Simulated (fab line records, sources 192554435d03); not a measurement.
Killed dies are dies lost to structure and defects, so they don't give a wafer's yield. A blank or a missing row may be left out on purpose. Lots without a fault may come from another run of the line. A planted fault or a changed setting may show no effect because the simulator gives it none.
Chamber matching | flow n5_finfet | N5_SDB_ETCH_25 on rie_diel-02: 4 sister chambers
The step etches SiO2 in C4F6/O2, target depth 10 nm, time 3.3 s. 16 wafers are shown with their chamber, then 8 later ones without.

WAFERS WITH THEIR CHAMBER
wafer  | chamber | showerhead_plenum_p_Torr (Torr) | drypump_motor_current_A (A) | rf_vpp_V (V)
L074.3 | 1       | 2.76                            | 6.1                         | 659
L074.4 | 3       | 3.00                            | 5.9                         | 683
L074.6 | 0       | 2.86                            | 5.2                         | 667
L076.3 | 0       | 2.86                            | 5.2                         | 669
L076.5 | 2       | 2.81                            | 5.7                         | 638
L076.6 | 1       | 2.76                            | 6.1                         | 658
L078.3 | 3       | 3.00                            | 5.9                         | 683
L078.5 | 3       | 3.00                            | 5.9                         | 681
L078.6 | 0       | 2.86                            | 5.2                         | 666
L079.2 | 2       | 2.81                            | 5.7                         | 638
L079.3 | 3       | 3.00                            | 5.9                         | 682
L079.6 | 0       | 2.85                            | 5.2                         | 666
L080.1 | 3       | 3.00                            | 5.9                         | 681
L080.2 | 2       | 2.81                            | 5.7                         | 638
L080.3 | 0       | 2.85                            | 5.2                         | 666
L081.1 | 1       | 2.75                            | 6.2                         | 657

SIGNATURES (means of the wafers above)
reading                  | chamber 0 | chamber 1 | chamber 2 | chamber 3 | scatter within a chamber
showerhead_plenum_p_Torr | 2.8560    | 2.7567    | 2.8100    | 3.0000    | 0.00394
drypump_motor_current_A  | 5.200     | 6.133     | 5.700     | 5.900     | 0.0236
rf_vpp_V                 | 666.80    | 658.00    | 638.00    | 682.00    | 1.03
Rule: a wafer's distance from a chamber is the root of the sum, over the readings, of the square of ((its reading less the chamber's mean) divided by the reading's scatter). The wafer belongs to the nearest chamber; if the next one is less than 2 further off, it can't be placed. The scatter: the root of (the sum of the squares of (reading less its chamber's mean) over the shown wafers, divided by (wafers less chambers)).

WAFERS WITHOUT THEIR CHAMBER
wafer  | showerhead_plenum_p_Torr (Torr) | drypump_motor_current_A (A) | rf_vpp_V (V)
L081.3 | 2.80                            | 5.7                         | 638
L081.6 | 2.80                            | 5.7                         | 640
L082.4 | 2.75                            | 6.1                         | 657
L082.5 | 2.80                            | 5.7                         | 637
L082.6 | 2.75                            | 6.1                         | 658
L091.2 | 2.84                            | 5.2                         | 669
L091.4 | 2.98                            | 5.9                         | 683
L091.5 | 2.98                            | 5.9                         | 682

WHICH CHAMBER EACH WENT THROUGH
wafer  | from the rows above | in truth
L081.3 | 2                   | 2
L081.6 | 2                   | 2
L082.4 | 1                   | 1
L082.5 | 2                   | 2
L082.6 | 1                   | 1
L091.2 | 0                   | 0
L091.4 | 3                   | 3
L091.5 | 3                   | 3
Placed correctly: 8 of 8. Can't be placed from these rows: 0. Placed wrongly: 0.
